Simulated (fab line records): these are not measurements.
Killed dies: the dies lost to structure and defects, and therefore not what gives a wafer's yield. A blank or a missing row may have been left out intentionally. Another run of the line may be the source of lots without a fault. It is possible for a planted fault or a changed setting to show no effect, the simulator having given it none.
Which tool is to blame? + flow n5_finfet + 8 lots with 23 wafers sampled at 3 steps, on a route of 1938 steps

WHAT THE GAUGES READ, wafer by wafer
N5_BEOL_M7_OCD_MEAS_38.
| lot  | measured     | on     | trench_depth_nm (nm) |
|------|--------------|--------|----------------------|
| L592 | day 9 18:38  | ocd-02 | 95.2 91.7 92.2       |
| L595 | day 11 11:05 | ocd-02 | 97.4 93.1 92.6       |
| L596 | day 11 10:41 | ocd-02 | 94.2 92.3 93.0       |
| L600 | day 12 17:16 | ocd-02 | 154.2 92.4 97.8      |
| L607 | day 13 19:06 | ocd-02 | 158.5 97.4           |
| L608 | day 14 07:20 | ocd-02 | 89.6 92.9 92.7       |
| L611 | day 15 11:25 | ocd-02 | 94.8 94.7 94.6       |
| L613 | day 16 10:23 | ocd-02 | 96.7 91.5 91.9       |

TOOL THAT RAN EACH LOT (tool first, then ch and the chambers of the sampled wafers, then the start)
| lot  | N5_BEOL_M7_ETCH_65                 | N5_BEOL_M7_TRENCH_ETCH_37          |
|------|------------------------------------|------------------------------------|
| L592 | rie_diel-03 ch 0,1,3, day 9 18:15  | rie_diel-03 ch 0,1,3, day 9 18:28  |
| L595 | rie_diel-03 ch 0,2,3, day 11 10:42 | rie_diel-03 ch 0,2,3, day 11 10:55 |
| L596 | rie_diel-03 ch 1,3, day 11 10:18   | rie_diel-03 ch 1,3, day 11 10:31   |
| L600 | rie_diel-03 ch 1,2,3, day 12 16:53 | rie_diel-03 ch 1,2,3, day 12 17:07 |
| L607 | rie_diel-03 ch 2, day 13 18:43     | rie_diel-03 ch 2, day 13 18:56     |
| L608 | rie_diel-04 ch 0,1,2, day 14 06:57 | rie_diel-04 ch 0,1,2, day 14 07:10 |
| L611 | rie_diel-05 ch 1,2, day 15 11:02   | rie_diel-05 ch 1,2, day 15 11:16   |
| L613 | rie_diel-03 ch 0,2, day 16 10:01   | rie_diel-03 ch 0,2, day 16 10:14   |
- N5_BEOL_M7_ETCH_65: etches SiARC in CF4, target depth 15.6 nm, time 26 s.
- N5_BEOL_M7_TRENCH_ETCH_37: etches SiCOH lowk in C4F6/O2, target depth 93.478 nm, time 31.2 s.

THE ANSWER, worked out from the rows above alone
Rule: usual is defined by the lots themselves. The widest of any qualifying gaps counts: lots, ordered by their means at a reading, are off when they make up no more than a third of the lots, leave a main group of 4 or more, and stand apart from it by 3 or more times the standard deviation of that group's means. A main group is skipped when, at the precision printed for the reading in the tables above, its means are all equal. A lot without any number at a reading at which 4 lots or more have one is off too. All remaining lots with rows at the step are treated as sound.
Off at N5_BEOL_M7_OCD_MEAS_38 (trench_depth_nm): L600, L607. Main group: mean 93.4 nm, sd 0.97.
A tool fits if, at a process step before that reading, it ran every lot that is off, and no sound lot after the first of them. Those tools and the gauges at N5_BEOL_M7_OCD_MEAS_38 are tried in the same way. Of those tried, none fits.

WHAT THE SIMULATOR HAD PUT IN
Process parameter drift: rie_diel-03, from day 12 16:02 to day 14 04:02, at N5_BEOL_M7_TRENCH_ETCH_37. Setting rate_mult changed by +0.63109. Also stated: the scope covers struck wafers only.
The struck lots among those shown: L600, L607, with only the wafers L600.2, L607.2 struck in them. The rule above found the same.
